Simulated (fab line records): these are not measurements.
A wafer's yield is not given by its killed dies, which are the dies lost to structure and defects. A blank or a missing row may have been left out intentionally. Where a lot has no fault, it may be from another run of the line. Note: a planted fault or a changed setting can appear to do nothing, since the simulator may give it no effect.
Which tool was responsible? || flow n5 finfet || 45 wafers from 15 lots sampled at 2 of the route's 1938 steps

WHAT THE GAUGES READ, wafer by wafer
N5_BEOL_M4_THK_MEAS_01. Usual: M4_ILD_THK typically reads 78.8 nm, with standard deviation 0.99.
{"lot": "L209", "measured": "day 7 20:06", "on": "film metro-02", "M4_ILD_THK (nm)": "78.4 79.9 78.8", "flag": ""}
{"lot": "L210", "measured": "day 7 23:29", "on": "film metro-01", "M4_ILD_THK (nm)": "78.8 79.6 79.5", "flag": ""}
{"lot": "L211", "measured": "day 8 05:01", "on": "film metro-02", "M4_ILD_THK (nm)": "78.0 78.7 79.3", "flag": ""}
{"lot": "L221", "measured": "day 10 20:22", "on": "film metro-02", "M4_ILD_THK (nm)": "79.3 78.9 79.9", "flag": ""}
{"lot": "L216", "measured": "day 10 20:36", "on": "film metro-02", "M4_ILD_THK (nm)": "80.4 79.6 79.4", "flag": ""}
{"lot": "L220", "measured": "day 11 01:19", "on": "film metro-02", "M4_ILD_THK (nm)": "79.2 79.6 79.3", "flag": ""}
{"lot": "L219", "measured": "day 11 10:22", "on": "film metro-02", "M4_ILD_THK (nm)": "78.8 78.4 80.5", "flag": ""}
{"lot": "L222", "measured": "day 11 13:37", "on": "film metro-01", "M4_ILD_THK (nm)": "78.4 77.6 79.2", "flag": ""}
{"lot": "L223", "measured": "day 12 03:04", "on": "film metro-02", "M4_ILD_THK (nm)": "78.0 80.0 80.0", "flag": ""}
{"lot": "L225", "measured": "day 12 06:49", "on": "film metro-02", "M4_ILD_THK (nm)": "79.1 79.0 80.0", "flag": ""}
{"lot": "L226", "measured": "day 12 08:49", "on": "film metro-02", "M4_ILD_THK (nm)": "79.7 80.5 79.2", "flag": ""}
{"lot": "L227", "measured": "day 12 09:58", "on": "film metro-02", "M4_ILD_THK (nm)": "76.7 77.1 78.0", "flag": ""}
{"lot": "L228", "measured": "day 12 20:53", "on": "film metro-02", "M4_ILD_THK (nm)": "77.8 78.5 78.8", "flag": ""}
{"lot": "L230", "measured": "day 13 02:20", "on": "film metro-01", "M4_ILD_THK (nm)": "79.1 79.3 78.6", "flag": ""}
{"lot": "L231", "measured": "day 13 19:39", "on": "film metro-02", "M4_ILD_THK (nm)": "78.3 78.3 78.6", "flag": ""}

N5_BEOL_M4_INSPECT_13: inspects for defects (brightfield). Usual: raw defect count at 377, with a standard deviation of 95.
{"lot": "L209", "measured": "day 7 20:59", "on": "defect inspect-01", "raw defect count": "354 360 499", "flag": ""}
{"lot": "L210", "measured": "day 8 02:40", "on": "defect inspect-01", "raw defect count": "577 377 816", "flag": ""}
{"lot": "L211", "measured": "day 8 05:49", "on": "defect inspect-01", "raw defect count": "281 266 338", "flag": ""}
{"lot": "L221", "measured": "day 10 21:47", "on": "defect inspect-01", "raw defect count": "393 268 256", "flag": ""}
{"lot": "L216", "measured": "day 10 22:00", "on": "defect inspect-02", "raw defect count": "554 561 404", "flag": ""}
{"lot": "L220", "measured": "day 11 03:49", "on": "defect inspect-01", "raw defect count": "323 286 278", "flag": ""}
{"lot": "L219", "measured": "day 11 11:22", "on": "defect inspect-01", "raw defect count": "446 392 484", "flag": ""}
{"lot": "L222", "measured": "day 11 16:23", "on": "defect inspect-02", "raw defect count": "379 427 228", "flag": ""}
{"lot": "L223", "measured": "day 12 03:44", "on": "defect inspect-01", "raw defect count": "414 460 423", "flag": ""}
{"lot": "L225", "measured": "day 12 09:11", "on": "defect inspect-01", "raw defect count": "323 283 335", "flag": ""}
{"lot": "L226", "measured": "day 12 10:11", "on": "defect inspect-01", "raw defect count": "434 336 383", "flag": ""}
{"lot": "L227", "measured": "day 12 11:12", "on": "defect inspect-02", "raw defect count": "348 371 358", "flag": ""}
{"lot": "L228", "measured": "day 12 22:27", "on": "defect inspect-01", "raw defect count": "403 451 393", "flag": ""}
{"lot": "L230", "measured": "day 13 06:06", "on": "defect inspect-02", "raw defect count": "400 391 515", "flag": ""}
{"lot": "L231", "measured": "day 13 21:40", "on": "defect inspect-02", "raw defect count": "400 233 279", "flag": ""}

EACH LOT AND THE TOOL THAT RAN IT (in order: tool; ch and the chambers of the sampled wafers; start)
The record holds no process step before these readings.

AS READ BY THE TOOLS THEMSELVES (means over the sampled wafers that have a number; for cases with no such wafer, the mark the record gives instead)
The record holds no such reading with a usual standard deviation.

THE ANSWER, worked out from the rows above alone
Rule: take the mean of a lot's wafers that have a number; if it is more than 3 standard deviations from the usual mean, the lot is off. Also off: a lot with no number at a reading for which 4 or more lots have one. Where the step has rows for the other lots, those lots are counted as sound. After the gauges, taken in route order, come the tools' own readings; for these a lot's mean is taken, as printed above. The first step at which some lot is off is used, and at that step the reading that is off furthest; a lot without a number counts as furthest.
Across all readings shown, no lot is off: no conclusion can be drawn from this.

WHAT HAD BEEN PUT IN BY THE SIMULATOR
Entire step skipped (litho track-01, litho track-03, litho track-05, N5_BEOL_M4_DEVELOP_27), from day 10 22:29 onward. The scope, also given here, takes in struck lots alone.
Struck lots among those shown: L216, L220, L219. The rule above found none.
